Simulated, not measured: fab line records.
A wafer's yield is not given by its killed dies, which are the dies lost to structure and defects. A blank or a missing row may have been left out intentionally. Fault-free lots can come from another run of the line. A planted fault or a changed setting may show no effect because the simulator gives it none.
Chamber matching | flow n5 finfet | N5_BEOL_M15_ILD_DEP_00 on pecvd-03: 3 sister chambers
The step deposits SiO2 from TEOS/O2, target thk 1629.3 nm, time 346.1 s. 6 wafers are shown with their chamber, then 9 later ones without.

== EACH WAFER AND ITS CHAMBER ==
wafer  | chamber | throttle valve pct (%) | showerhead plenum p Torr (Torr)
L080.6 | 2       | 18.0                   | 8.34
L081.1 | 1       | 19.1                   | 8.37
L081.6 | 0       | 20.3                   | 8.36
L082.2 | 1       | 19.3                   | 8.36
L082.3 | 0       | 20.2                   | 8.35
L082.5 | 2       | 17.8                   | 8.33

== WAFERS WITH NO CHAMBER GIVEN ==
wafer  | throttle valve pct (%) | showerhead plenum p Torr (Torr)
L087.3 | 19.4                   | 8.38
L087.4 | 19.4                   | 8.35
L087.5 | 20.4                   | 8.37
L093.1 | 18.2                   | 8.35
L093.2 | 20.5                   | 8.37
L093.5 | 18.8                   | 8.36
L097.1 | 20.1                   | 8.37
L097.4 | 19.4                   | 8.37
L097.6 | 20.1                   | 8.35

== CHAMBER TAKEN BY EACH ==
wafer  | from the rows above | in truth
L087.3 | 1                   | 1
L087.4 | 1                   | 1
L087.5 | 0                   | 0
L093.1 | 2                   | 2
L093.2 | 0                   | 0
L093.5 | 1                   | 1
L097.1 | 0                   | 0
L097.4 | 1                   | 1
L097.6 | 0                   | 0
Correctly placed: 9 of 9. Number that these rows cannot place: 0. 0 placed wrongly.
How it was worked out, from the rows above alone: a wafer's distance from a chamber is the root of the sum, over the readings, of the square of ((its reading less the chamber's mean) divided by the reading's scatter). If the next closest chamber is less than 2 further off than the closest, the wafer can't be placed; otherwise it belongs to the closest. Each chamber's mean is taken over the wafers shown for it. The scatter: the root of (the sum of the squares of (reading less its chamber's mean) over the shown wafers, divided by (wafers less chambers)).
